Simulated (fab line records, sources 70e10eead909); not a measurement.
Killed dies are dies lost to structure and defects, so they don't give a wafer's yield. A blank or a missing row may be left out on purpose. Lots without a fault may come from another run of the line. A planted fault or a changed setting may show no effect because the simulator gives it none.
Which tool did it? | flow nand_harc | 24 lots, 72 wafers sampled, at 2 steps of a route of 1159

WHAT THE GAUGES READ, wafer by wafer
NHARC_A_SLIT_INSPECT_11.
lot  | measured     | on                | raw_defect_count
L074 | day 14 03:30 | defect_inspect-01 | 18 20 22
L075 | day 14 18:20 | defect_inspect-01 | 25 28 20
L076 | day 15 07:28 | defect_inspect-02 | 26 25 29
L077 | day 15 07:40 | defect_inspect-02 | 5 7 11
L078 | day 15 09:26 | defect_inspect-01 | 9 14 9
L079 | day 15 23:49 | defect_inspect-01 | 28 24 18
L081 | day 16 00:46 | defect_inspect-02 | 16 14 9
L080 | day 16 01:54 | defect_inspect-02 | 25 24 16
L084 | day 16 19:38 | defect_inspect-01 | 12 11 8
L082 | day 16 19:51 | defect_inspect-02 | 15 9 15
L083 | day 16 20:59 | defect_inspect-02 | 43 23 25
L085 | day 17 09:01 | defect_inspect-02 | 15 10 14
L086 | day 17 09:12 | defect_inspect-01 | 41 30 35
L087 | day 17 20:52 | defect_inspect-02 | 18 13 13
L088 | day 17 21:02 | defect_inspect-02 | 29 28 23
L090 | day 18 02:40 | defect_inspect-02 | 10 16 16
L089 | day 18 03:22 | defect_inspect-02 | 39 18 29
L091 | day 19 01:22 | defect_inspect-01 | 11 16 16
L092 | day 19 01:32 | defect_inspect-01 | 29 32 39
L094 | day 19 01:41 | defect_inspect-02 | 39 37 37
L093 | day 19 03:19 | defect_inspect-02 | 14 16 19
L096 | day 19 07:28 | defect_inspect-01 | 31 38 47
L095 | day 19 08:08 | defect_inspect-02 | 22 15 26
L097 | day 19 17:34 | defect_inspect-01 | 19 19 15

NHARC_A_SIN_REMOVE_INSPECT_04.
lot  | measured     | on                | raw_defect_count
L074 | day 14 14:33 | defect_inspect-01 | 234 250 213
L075 | day 15 06:12 | defect_inspect-01 | 339 393 368
L076 | day 15 21:00 | defect_inspect-02 | 270 341 318
L077 | day 15 20:59 | defect_inspect-02 | 306 375 296
L078 | day 15 20:59 | defect_inspect-01 | 243 294 325
L079 | day 16 11:01 | defect_inspect-02 | 259 190 242
L081 | day 16 11:02 | defect_inspect-02 | 285 245 263
L080 | day 16 11:01 | defect_inspect-01 | 257 288 247
L084 | day 17 08:23 | defect_inspect-02 | 299 323 239
L082 | day 17 08:22 | defect_inspect-01 | 318 312 355
L083 | day 17 08:21 | defect_inspect-02 | 355 373 297
L085 | day 17 20:08 | defect_inspect-02 | 268 348 323
L086 | day 17 20:08 | defect_inspect-01 | 293 330 487
L087 | day 18 08:08 | defect_inspect-01 | 329 231 314
L088 | day 18 08:08 | defect_inspect-02 | 429 285 364
L090 | day 18 13:52 | defect_inspect-01 | 177 177 193
L089 | day 18 13:51 | defect_inspect-01 | 272 203 220
L091 | day 19 12:49 | defect_inspect-02 | 232 214 166
L092 | day 19 12:49 | defect_inspect-01 | 236 316 313
L094 | day 19 12:52 | defect_inspect-01 | 288 363 300
L093 | day 19 12:51 | defect_inspect-02 | 233 312 276
L096 | day 19 18:35 | defect_inspect-02 | 288 285 256
L095 | day 19 18:38 | defect_inspect-01 | 341 288 282
L097 | day 20 07:47 | defect_inspect-02 | 256 335 201

WHICH TOOL RAN EACH LOT (tool, then ch and the chambers of the sampled wafers, then the start)
The record holds no process step before these readings.

WHAT THE TOOLS THEMSELVES READ (means of the sampled wafers that have a number; where no wafer has one, the mark that the record gives instead)
The record holds no such reading with a usual standard deviation.

THE ANSWER, worked out from the rows above alone
Rule: what is usual is taken from the lots themselves. Put in order of their means at a reading, lots are off if they are a third of the lots or fewer, leave a main group of 4 or more, and stand apart from it by a gap of 3 or more times the standard deviation of the main group's means; of several such gaps the widest counts. A main group whose means are all the same, to the digits that the tables above print for the reading, isn't used. A lot without any number at a reading at which 4 lots or more have one is off too. The other lots that the step has rows for count as sound. The gauges are gone through in route order, then the tools' own readings, and for those a lot's mean is taken as printed above. The first step at which some lot is off is used, and at that step the reading that is off furthest; a lot without a number counts as furthest.
No lot is off at any reading shown: from this, nothing can be told.

WHAT THE SIMULATOR HAD PUT IN
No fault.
